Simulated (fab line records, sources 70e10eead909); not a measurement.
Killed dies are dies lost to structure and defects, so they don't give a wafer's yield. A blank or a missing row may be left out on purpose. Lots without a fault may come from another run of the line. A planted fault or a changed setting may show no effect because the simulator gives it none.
Chamber matching | flow nand_harc | NHARC_A_DECK1_JOINT_CMP_13 on cmp-02: 4 sister chambers
The step polishes, target thk 51.023 nm. 8 wafers are shown with their chamber, then 10 later ones without.

WAFERS WITH THEIR CHAMBER
wafer  | chamber | motor_current_A (A) | time_to_endpoint_s (s)
L078.3 | 3       | 11.8                | 8.4
L087.3 | 3       | 12.7                | 10.0
L087.4 | 1       | 10.9                | 7.7
L087.6 | 2       | 13.1                | 12.9
L087.2 | 2       | 13.1                | 11.6
L087.5 | 1       | 10.5                | 10.5
L088.3 | 0       | 11.0                | 6.5
L088.5 | 0       | 10.8                | 8.2

WAFERS WITHOUT THEIR CHAMBER
wafer  | motor_current_A (A) | time_to_endpoint_s (s)
L088.6 | 11.0                | 8.0
L088.1 | 11.0                | 6.6
L088.2 | 13.0                | 9.8
L088.4 | 12.6                | 5.3
L096.2 | 12.3                | 11.4
L096.3 | 11.1                | 11.1
L096.6 | 12.7                | 10.0
L096.1 | 10.8                | 10.7
L096.4 | 11.7                | 7.3
L096.5 | 12.5                | 10.0

WHICH CHAMBER EACH WENT THROUGH
wafer  | from the rows above          | in truth
L088.6 | can't be placed: 0 or 1      | 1
L088.1 | can't be placed: 0 or 1      | 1
L088.2 | can't be placed: 2 or 3      | 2
L088.4 | can't be placed: 3 or 0      | 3
L096.2 | can't be placed: 3 or 2      | 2
L096.3 | can't be placed: 1 or 0 or 3 | 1
L096.6 | can't be placed: 3 or 2      | 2
L096.1 | can't be placed: 1 or 0      | 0
L096.4 | can't be placed: 3 or 0 or 1 | 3
L096.5 | can't be placed: 3 or 2      | 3
Placed correctly: 0 of 10. Can't be placed from these rows: 10 (the true chamber is among the candidates in 10). Placed wrongly: 0.
How it was worked out, from the rows above alone: a wafer's distance from a chamber is the root of the sum, over the readings, of the square of ((its reading less the chamber's mean) divided by the reading's scatter). The wafer belongs to the nearest chamber; if the next one is less than 2 further off, it can't be placed. A chamber's mean is the mean of its shown wafers. The scatter: the root of (the sum of the squares of (reading less its chamber's mean) over the shown wafers, divided by (wafers less chambers)).
